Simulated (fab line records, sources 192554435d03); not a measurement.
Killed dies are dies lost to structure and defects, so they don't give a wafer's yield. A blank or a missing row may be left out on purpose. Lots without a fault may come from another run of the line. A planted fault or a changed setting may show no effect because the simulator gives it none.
Problem report in the 8D (eight disciplines) form, filled by code | flow n5_finfet | the parts of the form that need people (team, actions taken, sign-off) are left out

1. THE PROBLEM
susceptor_temp_C at N5_BEOL_M11_PECVD_70 reads a mean of 419.21 C on 4 wafers of 3 lots; wafers without a fault read 400.00 C with a standard deviation of 0.2. That is +96 standard deviations from the usual mean.
The step: deposits SiO2 from TEOS/O2, target thk 20 nm, time 22.7 s.
First seen on wafer L285.5, day 13 06:49, on pecvd-04. The record holds 30 wafers of 10 lots with a number at this step. Rule for "out", or "out of limits": more than 4 standard deviations from the usual mean. The other wafers with a number count as sound.

2. WHAT IT IS AND WHAT IT IS NOT
question                    | is                             | is not
which readings at this step | susceptor_temp_C               | showerhead_plenum_p_Torr, throttle_valve_pct
which lots                  | L284, L285, L286               | L273, L274, L280, L289, L290, L291, L296
which wafers of those lots  | L284.2, L284.5, L285.5, L286.1 | L284.6, L285.3, L285.4, L286.4, L286.5
read on which tools         | pecvd-04                       | pecvd-01, pecvd-02
when                        | from day 13 06:49              | up to then (11 sound wafers); but 15 sound wafers of L284, L286, L289, L290, L291, L296 came after

3. SUSPECTS, AND WHAT RULES EACH OUT
Counting: a tool at a process step up to the reading stays a suspect if it ran every lot that is out. Sound lots after the first of them don't rule it out here, since some wafers of a struck lot are sound.
- pecvd-04 at N5_BEOL_M11_PECVD_70 (deposits SiO2 from TEOS/O2, target thk 20 nm, time 22.7 s): kept. It ran every lot that is out, first L285 (day 13 06:49); its last sound lot up to then is L280 (day 12 06:17). Its own readings are out on those wafers: susceptor_temp_C.
- Within pecvd-04 at N5_BEOL_M11_PECVD_70: the wafers that are out ran in chamber 2; their sound lot-mates ran in chambers 0, 1.
Left after counting: pecvd-04 at N5_BEOL_M11_PECVD_70.

4. THE CAUSE (what the simulator had put in)
Process parameter drift: pecvd-04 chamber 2, from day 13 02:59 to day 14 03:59, at N5_BEOL_M11_PECVD_70. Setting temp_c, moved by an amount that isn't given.
Counting left only this tool.

5. THE CHAIN OF EFFECTS, in route order
Each row: a reading whose mean over the struck wafers that have a number lies more than 3 standard deviations from the usual. Only readings for which the record gives a usual standard deviation are gone through. hours: the time from each lot's start at the first step in this table that gives one to its start at this step, as a median over the lots. sigmas: the change in usual standard deviations.
hours | step                 | reading                  | usual    | on struck wafers | change | sigmas
0     | N5_BEOL_M11_PECVD_70 | heater_power_w           | 701 W    | 1009             | +308   | +3.3
0     | N5_BEOL_M11_PECVD_70 | susceptor_temp_C         | 400.00 C | 419.21           | +19.21 | +96
7     | N5_BEOL_M11_CMP_52   | barrier_field_endpoint_s | 29.2 s   | 26.4             | -2.8   | -4.2
The process steps in it:
- N5_BEOL_M11_PECVD_70: deposits SiO2 from TEOS/O2, target thk 20 nm, time 22.7 s.
- N5_BEOL_M11_CMP_52: polishes, stops on SiCOH lowk, t overpolish 7 s, target thk 140 nm.

6. WHAT WOULD HAVE CAUGHT IT SOONER
In this record the first reading out of limits was taken at day 13 06:49, 4 hours after the fault began at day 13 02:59.
